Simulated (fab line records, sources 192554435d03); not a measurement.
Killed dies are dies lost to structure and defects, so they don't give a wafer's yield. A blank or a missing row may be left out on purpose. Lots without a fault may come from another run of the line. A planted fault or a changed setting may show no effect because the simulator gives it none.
Chamber matching | flow n5_finfet | N5_BEOL_M0_SAQP_SPACER2_ALD_26 on ald_sin-01: 4 sister chambers
The step deposits SiO2, target thk 15 nm, pulse time 1 s, purge time 2 s. 8 wafers are shown with their chamber, then 9 later ones without.

WAFERS WITH THEIR CHAMBER
wafer  | chamber | heater_power_w (W) | precursor_pulse_height_rel
L083.1 | 2       | 464                | 1.048
L092.3 | 1       | 457                | 1.019
L091.1 | 3       | 364                | 1.032
L091.2 | 1       | 458                | 0.991
L091.3 | 0       | 540                | 0.995
L093.2 | 0       | 551                | 1.012
L093.3 | 3       | 361                | 0.963
L093.4 | 2       | 461                | 1.010

WAFERS WITHOUT THEIR CHAMBER
wafer  | heater_power_w (W) | precursor_pulse_height_rel
L094.1 | 533                | 0.990
L094.5 | 474                | 0.990
L094.6 | 464                | 0.970
L095.2 | 361                | 0.975
L095.3 | 471                | 0.999
L095.4 | 538                | 1.022
L096.1 | 474                | 0.954
L096.2 | 457                | 1.029
L096.4 | 541                | 1.012

WHICH CHAMBER EACH WENT THROUGH
wafer  | from the rows above     | in truth
L094.1 | 0                       | 0
L094.5 | can't be placed: 2 or 1 | 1
L094.6 | can't be placed: 1 or 2 | 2
L095.2 | 3                       | 3
L095.3 | can't be placed: 2 or 1 | 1
L095.4 | 0                       | 0
L096.1 | can't be placed: 2 or 1 | 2
L096.2 | can't be placed: 1 or 2 | 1
L096.4 | 0                       | 0
Placed correctly: 4 of 9. Can't be placed from these rows: 5 (the true chamber is among the candidates in 5). Placed wrongly: 0.
How it was worked out, from the rows above alone: a wafer's distance from a chamber is the root of the sum, over the readings, of the square of ((its reading less the chamber's mean) divided by the reading's scatter). The wafer belongs to the nearest chamber; if the next one is less than 2 further off, it can't be placed. A chamber's mean is the mean of its shown wafers. The scatter: the root of (the sum of the squares of (reading less its chamber's mean) over the shown wafers, divided by (wafers less chambers)).
